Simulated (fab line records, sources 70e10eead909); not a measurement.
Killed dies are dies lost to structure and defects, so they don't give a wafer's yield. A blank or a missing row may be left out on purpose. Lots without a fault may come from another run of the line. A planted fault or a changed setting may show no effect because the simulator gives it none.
fab line records | flow nand_harc
record lots=24 wafers=72 last_day=25
route steps=1159 shown P_M1@315 P_M2@330
lots that met no fault: from a run of the same line without faults
start_h: hours from the record's first day to the start of the lot's first wafer shown | wait_h: hours since the lot's step before | " the same as in the row above | L1.1+2: a row that stands for several wafers | - no value, or no start given | * or withheld: withheld | < > ~ a bound
route shown NAME@n: a module of which the file shows steps, and the number in the route of the first | usual: mean/standard deviation of fault-free wafers | same: alike in all rows | chamber/n: place in a boat | sites: the reading at each site | _std_site: their standard deviation | _edge_site: outer sites' mean less inner sites' | radius_mm: how far each site lies from the wafer's centre | mask NAME#n: copy n | behind: the tool/chamber that last shaped the wafer | hold: why the lot was held/for how many hours/how that ended | device: the transistor (n, p or np) that didn't switch | end of line: the same wafers' tests at the end of the route | a step without rows: its recipe alone | killed: dies lost to structure and defects at the first sort, not the wafer's yield | map: a wafer's dies, x killed, . not, _ none there
set.NAME: the setting as run; set.NAME@STEP: as run at that earlier step | model.NAME: the simulator's own value behind a step, which no gauge read
steps of the route over a sample of lots; a table a step, a row a wafer
services: from which hour (start_h, from the record's first day; less than 0 if before it) a tool's chamber was out of use, for how many hours, and why
## steps
# step NHARC_P_M1_INSPECT_27
# usual raw_defect_count=332/150
# columns lot.wafer tool chamber start_h wait_h raw_defect_count
L074.1 defect_inspect-01 - 130.59 0.0 374
L074.2 " - " " 403
L074.3 " - " " 396
L075.1 defect_inspect-01 - 130.96 0.0 169
L075.3 " - " " 402
L075.5 " - " " 320
L077.2 defect_inspect-02 - 141.27 0.0 230
L077.4 " - " " 637
L077.5 " - " " 586
L076.2 defect_inspect-01 - 141.58 0.0 492
L076.4 " - " " 274
L076.6 " - " " 508
L078.2 defect_inspect-02 - 153.13 0.0 206
L078.4 " - " " 226
L078.5 " - " " 241
L081.1 defect_inspect-02 - 164.31 0.0 344
L081.3 " - " " 336
L081.5 " - " " 414
L080.1 defect_inspect-01 - 165.52 0.0 197
L080.5 " - " " 147
L080.6 " - " " 192
L079.1 defect_inspect-02 - 170.02 0.0 140
L079.2 " - " " 286
L079.6 " - " " 450
L082.2 defect_inspect-02 - 171.30 0.0 294
L082.4 " - " " 321
L082.5 " - " " 312
L083.1 defect_inspect-02 - 174.49 0.0 565
L083.4 " - " " 670
L083.6 " - " " 418
L084.1 defect_inspect-01 - 175.22 0.0 580
L084.2 " - " " 723
L084.5 " - " " 505
L088.1 defect_inspect-01 - 196.87 0.0 377
L088.3 " - " " 328
L088.4 " - " " 321
L086.1 defect_inspect-01 - 198.35 0.0 199
L086.2 " - " " 314
L086.4 " - " " 249
L085.1 defect_inspect-02 - 202.34 0.0 801
L085.3 " - " " 386
L085.6 " - " " 469
L087.2 defect_inspect-01 - 204.71 0.0 376
L087.3 " - " " 232
L087.4 " - " " 272
L089.2 defect_inspect-01 - 214.39 0.0 262
L089.4 " - " " 232
L089.5 " - " " 190
L090.2 defect_inspect-02 - 221.14 0.0 279
L090.4 " - " " 257
L090.5 " - " " 207
L091.1 defect_inspect-01 - 223.71 0.0 318
L091.4 " - " " 222
L091.5 " - " " 178
L092.1 defect_inspect-01 - 232.36 0.0 397
L092.3 " - " " 282
L092.5 " - " " 563
L093.1 defect_inspect-01 - 233.30 0.0 427
L093.3 " - " " 332
L093.4 " - " " 501
L095.2 defect_inspect-02 - 242.71 0.0 219
L095.4 " - " " 291
L095.6 " - " " 156
L094.1 defect_inspect-02 - 244.82 0.0 195
L094.2 " - " " 331
L094.5 " - " " 267
L096.1 defect_inspect-02 - 257.73 0.0 148
L096.2 " - " " 211
L096.3 " - " " 275
L097.2 defect_inspect-02 - 264.67 0.0 340
L097.4 " - " " 388
L097.6 " - " " 531
# step NHARC_P_M2_INSPECT_11
# usual raw_defect_count=4.2/2.6
# columns lot.wafer tool chamber start_h wait_h raw_defect_count
L074.1 defect_inspect-01 - 131.98 0.0 7
L074.2 " - " " 4
L074.3 " - " " 3
L075.1 defect_inspect-01 - 132.49 0.1 6
L075.3 " - " " 1
L075.5 " - " " 5
L077.2 defect_inspect-01 - 142.69 0.0 5
L077.4 " - " " 3
L077.5 " - " " 1
L076.2 defect_inspect-01 - 142.97 0.0 5
L076.4 " - " " 5
L076.6 " - " " 0
L078.2 defect_inspect-02 - 154.62 0.0 5
L078.4 " - " " 8
L078.5 " - " " 3
L081.1 defect_inspect-02 - 165.86 0.0 2
L081.3 " - " " 4
L081.5 " - " " 1
L080.1 defect_inspect-01 - 166.92 0.0 2
L080.5 " - " " 0
L080.6 " - " " 5
L079.1 defect_inspect-02 - 171.55 0.0 4
L079.2 " - " " 5
L079.6 " - " " 3
L082.2 defect_inspect-02 - 172.81 0.0 3
L082.4 " - " " 9
L082.5 " - " " 2
L083.1 defect_inspect-02 - 175.97 0.1 4
L083.4 " - " " 3
L083.6 " - " " 5
L084.1 defect_inspect-01 - 176.75 0.0 5
L084.2 " - " " 6
L084.5 " - " " 4
L088.1 defect_inspect-02 - 198.40 0.0 0
L088.3 " - " " 1
L088.4 " - " " 3
L086.1 defect_inspect-02 - 199.90 0.0 7
L086.2 " - " " 6
L086.4 " - " " 2
L085.1 defect_inspect-01 - 204.35 0.0 2
L085.3 " - " " 2
L085.6 " - " " 1
L087.2 defect_inspect-01 - 206.22 0.0 3
L087.3 " - " " 1
L087.4 " - " " 5
L089.2 defect_inspect-01 - 215.92 0.0 7
L089.4 " - " " 4
L089.5 " - " " 3
L090.2 defect_inspect-02 - 222.66 0.0 4
L090.4 " - " " 1
L090.5 " - " " 4
L091.1 defect_inspect-01 - 225.28 0.1 3
L091.4 " - " " 3
L091.5 " - " " 6
L092.1 defect_inspect-01 - 233.85 0.0 3
L092.3 " - " " 6
L092.5 " - " " 4
L093.1 defect_inspect-02 - 234.82 0.0 3
L093.3 " - " " 1
L093.4 " - " " 6
L095.2 defect_inspect-02 - 244.56 0.0 7
L095.4 " - " " 4
L095.6 " - " " 7
L094.1 defect_inspect-01 - 246.20 0.0 9
L094.2 " - " " 9
L094.5 " - " " 6
L096.1 defect_inspect-01 - 259.24 0.0 7
L096.2 " - " " 10
L096.3 " - " " 15
L097.2 defect_inspect-01 - 266.09 0.0 2
L097.4 " - " " 1
L097.6 " - " " 6
# step NHARC_P_M2_ETCH_35
# recipe target_depth_a=400 overetch_a=120 time_s=43.94 ion_energy_ev=200 n2_flow_sccm=150 h2_flow_sccm=150 ar_flow_sccm=0 rf_w=400 bias_w=150 chemistry=N2/H2
# usual drypump_motor_current_A=6.2/0.43 mfc_ar_sccm=0.002/0.0041 oes_product_au=1.000/0.0085 rf_vpp_V=430.0/2.6 showerhead_plenum_p_Torr=2.02/0.091 throttle_valve_pct=14.171/0.0088
# columns lot.wafer tool chamber start_h wait_h drypump_motor_current_A mfc_ar_sccm oes_product_au rf_hours_counter_h rf_vpp_V showerhead_plenum_p_Torr throttle_valve_pct
L074.1 rie_diel-02 3 132.16 0.1 6.3 0.010 1.010 5 426.6 1.91 14.154
L074.2 " 0 " " 6.8 0 1.003 5 428.3 1.97 14.161
L074.3 " 2 " " 6.1 0 0.998 5 430.7 2.01 14.164
L075.1 rie_diel-02 2 132.73 0.1 6.1 0 0.997 5 430.4 2.01 14.169
L075.3 " 0 " " 6.8 0 1.000 5 428.2 1.97 14.165
L075.5 " 1 " " 5.7 0 1.014 - 433.2 2.19 14.180
L077.2 rie_diel-11 3 142.84 0.1 6.0 0 1.013 26 430.3 2.00 14.157
L077.4 " 1 " " 6.6 0.007 0.989 23 431.7 2.06 14.179
L077.5 " 3 " " 6.0 0 1.000 - 431.0 2.00 14.166
L076.2 rie_diel-02 0 143.14 0.1 6.8 0 0.997 6 429.4 1.97 14.182
L076.4 " 3 " " 6.4 0.010 1.010 - 428.4 1.91 14.178
L076.6 " 0 " " 6.8 0 1.004 - 428.9 1.97 14.173
L078.2 rie_diel-11 0 154.79 0.1 6.0 0 0.995 25 431.5 2.05 14.179
L078.4 " 3 " " 6.0 0 0.997 - 430.1 2.00 14.178
L078.5 " 2 " " 5.3 0 1.003 - 434.3 2.13 14.177
L081.3 rie_diel-02 0 166.01 0.1 6.8 0 1.003 0 428.3 1.96 14.164
L081.1 " 2 " " 6.1 0 1.006 0 428.8 2.01 14.179
L081.5 " 0 " " 6.8 0 1.000 - 427.9 1.97 14.176
L080.1 rie_diel-02 1 167.08 0.1 5.7 0 0.990 0 436.0 2.19 14.151
L080.5 " 3 " " 6.4 0.010 1.010 - 427.3 1.91 14.167
L080.6 " 0 " " 6.8 0 1.000 - 428.6 1.97 14.164
L079.2 rie_diel-02 1 171.70 0.1 5.7 0 0.989 0 434.7 2.19 14.153
L079.1 " 3 " " 6.4 0.010 1.000 0 427.2 1.91 14.170
L079.6 " 1 " " 5.7 0 0.989 - 435.5 2.19 14.170
L082.2 rie_diel-02 2 172.96 0.1 6.1 0 1.000 0 430.3 2.01 14.165
L082.4 " 0 " " 6.8 0 1.001 0 428.4 1.97 14.179
L082.5 " 1 " " 5.7 0 0.988 - 435.8 2.19 14.175
L083.4 rie_diel-02 3 176.12 0.1 6.4 0.010 1.016 1 426.1 1.91 14.160
L083.1 " 1 " " 5.7 0 0.994 1 434.0 2.19 14.157
L083.6 " 3 " " 6.3 0.010 1.017 - 426.9 1.91 14.164
L084.2 rie_diel-02 2 176.89 0.1 6.1 0 0.991 1 429.2 2.01 14.168
L084.1 " 3 " " 6.4 0.010 1.004 1 427.1 1.91 14.161
L084.5 " 3 " " 6.4 0.010 1.001 - 427.3 1.91 14.159
L088.1 rie_diel-02 3 198.58 0.1 6.4 0.010 0.995 2 427.4 1.91 14.187
L088.3 " 0 " " 6.8 0 1.002 2 429.4 1.96 14.170
L088.4 " 3 " " 6.4 0.010 1.006 - 427.5 1.91 14.173
L086.1 rie_diel-02 3 200.07 0.1 6.4 0.010 1.005 2 426.5 1.91 14.165
L086.2 " 2 " " 6.1 0 0.996 2 429.4 2.01 14.173
L086.4 " 3 " " 6.3 0.010 0.998 - 426.6 1.91 14.164
L085.3 rie_diel-02 2 204.51 0.1 6.1 0 0.997 2 429.5 2.01 14.155
L085.1 " 0 " " 6.8 0 1.006 2 428.5 1.96 14.176
L085.6 " 0 " " 6.8 0 1.010 - 429.0 1.96 14.167
L087.2 rie_diel-02 3 206.37 0.1 6.4 0.010 0.999 2 426.7 1.91 14.183
L087.3 " 0 " " 6.8 0 0.999 2 429.3 1.96 14.173
L087.4 " 1 " " 5.7 0 0.997 1 434.8 2.19 14.172
L089.2 rie_diel-02 2 216.06 0.1 6.1 0 1.004 2 428.7 2.01 14.167
L089.4 " 1 " " 5.7 0 0.990 1 435.2 2.19 14.173
L089.5 " 2 " " 6.1 0 1.003 - 428.8 2.01 14.167
L090.4 rie_diel-02 2 222.81 0.1 6.1 0 0.996 3 429.2 2.01 14.179
L090.2 " 1 " " 5.7 0 0.991 1 434.7 2.19 14.179
L090.5 " 3 " " 6.4 0.010 0.997 - 426.1 1.91 14.172
L091.1 rie_diel-08 1 225.46 0.1 6.2 0 1.002 38 427.8 1.93 14.157
L091.4 " 3 " " 5.7 0 0.995 - 429.6 2.02 14.179
L091.5 " 1 " " 6.2 0 1.006 - 428.4 1.93 14.170
L092.1 rie_diel-11 2 233.99 0.1 5.3 0 0.991 6 433.7 2.13 14.172
L092.3 " 3 " " 6.0 0 1.003 6 428.5 2.00 14.165
L092.5 " 2 " " 5.3 0 0.993 - 433.7 2.13 14.161
L093.3 rie_diel-11 1 234.97 0.1 6.6 0.007 0.982 7 430.6 2.06 14.181
L093.4 " 2 " " 5.3 0 0.990 6 433.8 2.13 14.153
L093.1 " 0 " " 6.0 0 0.989 7 430.1 2.04 14.169
L095.2 rie_diel-02 1 244.71 0.1 5.7 0 1.001 2 434.0 2.19 14.156
L095.4 " 2 " " 6.1 0 1.000 3 429.1 2.01 14.174
L095.6 " 1 " " 5.7 0 0.998 - 435.1 2.19 14.186
L094.1 rie_diel-11 0 246.34 0.1 6.0 0 1.004 9 428.7 2.04 14.171
L094.2 " 3 " " 6.0 0 1.012 8 428.0 2.00 14.180
L094.5 " 0 " " 6.0 0 1.008 - 430.1 2.04 14.157
L096.1 rie_diel-11 0 259.39 0.1 6.0 0 1.004 12 430.9 2.04 14.168
L096.3 " 1 " " 6.6 0.007 0.984 11 432.6 2.06 14.173
L096.2 " 3 " " 6.0 0 1.010 12 427.8 2.00 14.167
L097.4 rie_diel-02 3 266.24 0.1 6.4 0.010 0.996 4 428.0 1.91 14.159
L097.2 " 0 " " 6.8 0 1.003 4 427.7 1.96 14.158
L097.6 " 2 " " 6.1 0 1.000 - 428.1 2.01 14.154
# step NHARC_P_M2_ETCH_15
# recipe target_depth_a=1825 time_s=91.2 c4f8_flow_sccm=withheld ar_flow_sccm=400 rf_w=600 bias_w=300 chemistry=C4F8/Ar
# usual oes_product_au=0.950/0.023 rf_vpp_V=440.3/2.7
# columns lot.wafer tool chamber start_h wait_h oes_product_au rf_hours_counter_h rf_vpp_V
L074.1 rie_diel-02 3 - - 0.936 5 437.5
L074.2 " 0 " " 0.926 5 439.7
L074.3 " 2 " " 0.914 5 439.5
L075.1 rie_diel-02 1 - - 0.966 5 444.3
L075.3 " 3 " " 0.956 6 437.5
L075.5 " 2 " " 0.944 - 441.1
L077.2 rie_diel-11 2 - - 0.937 26 444.4
L077.4 " 3 " " 0.931 26 440.7
L077.5 " 1 " " 0.907 - 441.2
L076.2 rie_diel-02 3 - - 0.982 6 437.1
L076.6 " 1 " " 0.965 - 446.1
L076.4 " 0 " " 0.960 - 438.8
L078.2 rie_diel-11 2 - - 0.930 28 442.8
L078.5 " 2 " " 0.926 - 443.3
L078.4 " 3 " " 0.932 - 439.4
L081.1 rie_diel-02 1 - - 0.960 0 444.0
L081.3 " 3 " " 0.979 0 438.1
L081.5 " 0 " " 0.964 - 437.8
L080.1 rie_diel-02 0 - - 0.960 0 439.4
L080.5 " 0 " " 0.972 - 438.3
L080.6 " 1 " " 0.961 - 445.2
L079.2 rie_diel-02 3 - - 0.984 0 436.2
L079.1 " 1 " " 0.955 0 445.8
L079.6 " 3 " " 0.989 - 437.0
L082.2 rie_diel-02 3 - - 0.958 0 438.7
L082.4 " 1 " " 0.971 0 445.6
L082.5 " 0 " " 0.976 - 439.0
L083.1 rie_diel-02 3 - - 0.980 1 436.8
L083.4 " 0 " " 0.962 1 438.4
L083.6 " 3 " " 0.979 - 436.1
L084.1 rie_diel-02 3 - - 0.989 1 437.5
L084.2 " 0 " " 0.986 1 440.2
L084.5 " 2 " " 0.956 - 441.0
L088.1 rie_diel-02 0 - - 0.968 2 438.7
L088.3 " 2 " " 0.977 2 440.2
L088.4 " 0 " " 0.956 - 439.3
L086.1 rie_diel-02 3 - - 0.974 2 437.3
L086.2 " 0 " " 0.970 2 439.5
L086.4 " 0 " " 0.967 - 437.4
L085.1 rie_diel-02 0 - - 0.965 2 438.7
L085.3 " 3 " " 0.969 2 438.7
L085.6 " 3 " " 0.969 - 437.3
L087.3 rie_diel-02 1 - - 0.943 1 445.8
L087.2 " 2 " " 0.977 2 439.7
L087.4 " 0 " " 0.965 2 438.4
L089.4 rie_diel-02 2 - - 0.938 2 439.0
L089.2 " 1 " " 0.920 1 444.8
L089.5 " 3 " " 0.949 - 436.4
L090.4 rie_diel-02 3 - - 0.971 3 436.0
L090.2 " 0 " " 0.957 2 438.9
L090.5 " 2 " " 0.975 - 439.4
L091.1 rie_diel-08 0 - - 0.910 39 441.7
L091.5 " 1 " " 0.921 - 439.1
L091.4 " 3 " " 0.915 - 439.5
L092.1 rie_diel-11 3 - - 0.926 6 441.1
L092.3 " 2 " " 0.928 6 443.6
L092.5 " 0 " " 0.918 - 440.4
L093.1 rie_diel-11 3 - - 0.938 6 441.3
L093.3 " 0 " " 0.928 7 441.6
L093.4 " 2 " " 0.929 6 442.6
L095.4 rie_diel-02 0 - - 0.913 3 438.9
L095.2 " 3 " " 0.926 3 436.1
L095.6 " 0 " " 0.922 - 439.4
L094.1 rie_diel-11 1 - - 0.913 8 441.4
L094.2 " 2 " " 0.932 8 443.5
L094.5 " 3 " " 0.941 - 437.5
L096.2 rie_diel-11 2 - - 0.940 12 442.9
L096.1 " 3 " " 0.938 12 438.7
L096.3 " 0 " " 0.938 12 439.7
L097.2 rie_diel-02 1 - - 0.963 3 445.6
L097.4 " 2 " " 0.958 4 439.6
L097.6 " 1 " " 0.957 - 445.1
# step NHARC_P_M2_PRE_CLEAN_30
# recipe time_s=30 temp_c=280 gas=H2/He
# usual heater_power_w=414/40
# columns lot.wafer tool chamber start_h wait_h heater_power_w
L074.2 pvd_sputter-02 - - - 384
L074.1 " - " " 401
L074.3 " - " " 539
L075.3 pvd_sputter-01 - - - 417
L075.1 " - " " 401
L075.5 " - " " 480
L077.4 pvd_sputter-01 - - - 396
L077.2 " - " " 469
L077.5 " - " " 410
L076.4 pvd_sputter-03 - - - 387
L076.2 " - " " 368
L076.6 " - " " 354
L078.4 pvd_sputter-03 - - - 413
L078.2 " - " " 387
L078.5 " - " " 374
L081.3 pvd_sputter-03 - - - 374
L081.1 " - " " 404
L081.5 " - " " 389
L080.1 pvd_sputter-03 - - - 345
L080.5 " - " " 404
L080.6 " - " " 356
L079.2 pvd_sputter-01 - - - 411
L079.1 " - " " 427
L079.6 " - " " 400
L082.2 pvd_sputter-01 - - - 416
L082.4 " - " " 453
L082.5 " - " " 411
L083.4 pvd_sputter-02 - - - 411
L083.1 " - " " 521
L083.6 " - " " 391
L084.2 pvd_sputter-01 - - - 463
L084.1 " - " " 433
L084.5 " - " " 421
L088.3 pvd_sputter-03 - - - 370
L088.4 " - " " 413
L088.1 " - " " 390
L086.4 pvd_sputter-03 - - - 383
L086.1 " - " " 366
L086.2 " - " " 407
L085.1 pvd_sputter-01 - - - 414
L085.3 " - " " 426
L085.6 " - " " 417
L087.3 pvd_sputter-02 - - - 379
L087.2 " - " " 524
L087.4 " - " " 417
L089.4 pvd_sputter-01 - - - 416
L089.2 " - " " 432
L089.5 " - " " 423
L090.2 pvd_sputter-01 - - - 427
L090.4 " - " " 405
L090.5 " - " " 438
L091.1 pvd_sputter-03 - - - 389
L091.4 " - " " 406
L091.5 " - " " 357
L092.1 pvd_sputter-01 - - - 461
L092.3 " - " " 435
L092.5 " - " " 460
L093.1 pvd_sputter-01 - - - 455
L093.3 " - " " 436
L093.4 " - " " 420
L095.4 pvd_sputter-02 - - - 378
L095.2 " - " " 404
L095.6 " - " " 413
L094.2 pvd_sputter-03 - - - 360
L094.1 " - " " 415
L094.5 " - " " 346
L096.1 pvd_sputter-02 - - - 417
L096.2 " - " " 531
L096.3 " - " " 383
L097.2 pvd_sputter-01 - - - 427
L097.4 " - " " 405
L097.6 " - " " 431
# step NHARC_P_M2_ANNEAL_31
# recipe temp_c=225 time_s=90
# usual wafer_temp_C_max=226.4/0.41
# columns lot.wafer tool chamber start_h wait_h wafer_temp_C_max
L074.1 rtp_anneal-01 0 133.87 0.3 226.3
L074.2 " 0 " " 226.1
L074.3 " 0 " " 226.9
L075.1 rtp_anneal-02 0 134.45 0.4 226.0
L075.3 " 0 " " 226.1
L075.5 " 0 " " 225.8
L077.2 rtp_anneal-02 0 144.59 - 226.5
L077.4 " 0 " " 226.7
L077.5 " 0 " " 226.1
L076.2 rtp_anneal-01 0 145.09 0.4 226.3
L076.4 " 0 " " 226.7
L076.6 " 0 " " 226.5
L078.2 rtp_anneal-01 0 156.67 0.3 226.5
L078.4 " 0 " " 226.9
L078.5 " 0 " " 226.6
L081.1 rtp_anneal-02 0 167.71 - 225.8
L081.3 " 0 " " 226.1
L081.5 " 0 " " 225.8
L080.1 rtp_anneal-02 0 168.74 0.3 226.6
L080.5 " 0 " " 225.9
L080.6 " 0 " " 226.2
L079.1 rtp_anneal-02 0 173.98 0.5 226.5
L079.2 " 0 " " 226.0
L079.6 " 0 " " 225.7
L082.2 rtp_anneal-01 0 174.76 - 226.5
L082.4 " 0 " " 227.5
L082.5 " 0 " " 226.5
L083.1 rtp_anneal-02 0 177.80 - 226.1
L083.4 " 0 " " 226.0
L083.6 " 0 " " 226.1
L084.1 rtp_anneal-02 0 178.58 - 226.4
L084.2 " 0 " " 225.9
L084.5 " 0 " " 225.9
L088.1 rtp_anneal-02 0 200.34 - 225.8
L088.3 " 0 " " 226.1
L088.4 " 0 " " 226.0
L086.1 rtp_anneal-02 0 201.88 - 226.2
L086.2 " 0 " " 226.0
L086.4 " 0 " " 226.0
L085.1 rtp_anneal-01 0 206.27 0.3 226.8
L085.3 " 0 " " 226.3
L085.6 " 0 " " 226.8
L087.2 rtp_anneal-02 0 208.12 0.4 225.8
L087.3 " 0 " " 226.4
L087.4 " 0 " " 225.8
L089.2 rtp_anneal-02 0 217.81 - 226.1
L089.4 " 0 " " 226.1
L089.5 " 0 " " 226.5
L090.2 rtp_anneal-02 0 224.97 0.4 226.9
L090.4 " 0 " " 226.0
L090.5 " 0 " " 226.3
L091.1 rtp_anneal-02 0 227.21 0.3 226.3
L091.4 " 0 " " 225.9
L091.5 " 0 " " 226.0
L092.1 rtp_anneal-01 0 235.70 0.3 226.8
L092.3 " 0 " " 227.3
L092.5 " 0 " " 226.4
L093.1 rtp_anneal-02 0 236.65 - 226.1
L093.3 " 0 " " 226.0
L093.4 " 0 " " 226.2
L095.2 rtp_anneal-01 0 246.44 - 226.8
L095.4 " 0 " " 226.6
L095.6 " 0 " " 226.4
L094.1 rtp_anneal-01 0 248.03 0.3 226.5
L094.2 " 0 " " 227.0
L094.5 " 0 " " 226.6
L096.1 rtp_anneal-01 0 261.06 0.3 226.6
L096.2 " 0 " " 226.7
L096.3 " 0 " " 226.6
L097.2 rtp_anneal-01 0 267.97 0.4 226.8
L097.4 " 0 " " 226.6
L097.6 " 0 " " 226.3
## services
# columns tool chamber start_h hours kind
rie_diel-08 1 115.20 2.9 repair
pvd_sputter-02 - 124.20 8.7 repair
rie_diel-08 - 124.84 9.0 pm
rie_diel-02 0 129.83 - clean
rie_diel-02 1 129.83 - clean
rie_diel-02 2 129.83 - clean
rie_diel-02 3 129.83 - clean
rie_diel-08 2 140.56 4.7 repair
rie_diel-02 2 141.02 13.8 repair
rie_diel-02 - 149.82 0.2 repair
rie_diel-02 - 150.83 9.0 pm
rie_diel-02 0 150.83 9.0 vent_cycle
rie_diel-02 1 150.83 9.0 vent_cycle
rie_diel-02 3 150.83 9.0 vent_cycle
pvd_sputter-01 - 158.00 10.0 pm
rie_diel-02 0 159.83 - clean
rie_diel-02 1 189.21 16.7 repair
rie_diel-11 - 189.63 9.0 pm
rie_diel-08 2 201.15 132.0 repair
pvd_sputter-02 - 214.00 10.0 pm
rie_diel-02 1 214.05 1.4 repair
pvd_sputter-01 - 214.43 1.0 repair
pvd_sputter-03 - 220.80 4.7 repair
rie_diel-02 - 240.92 0.3 repair
## key
fault none
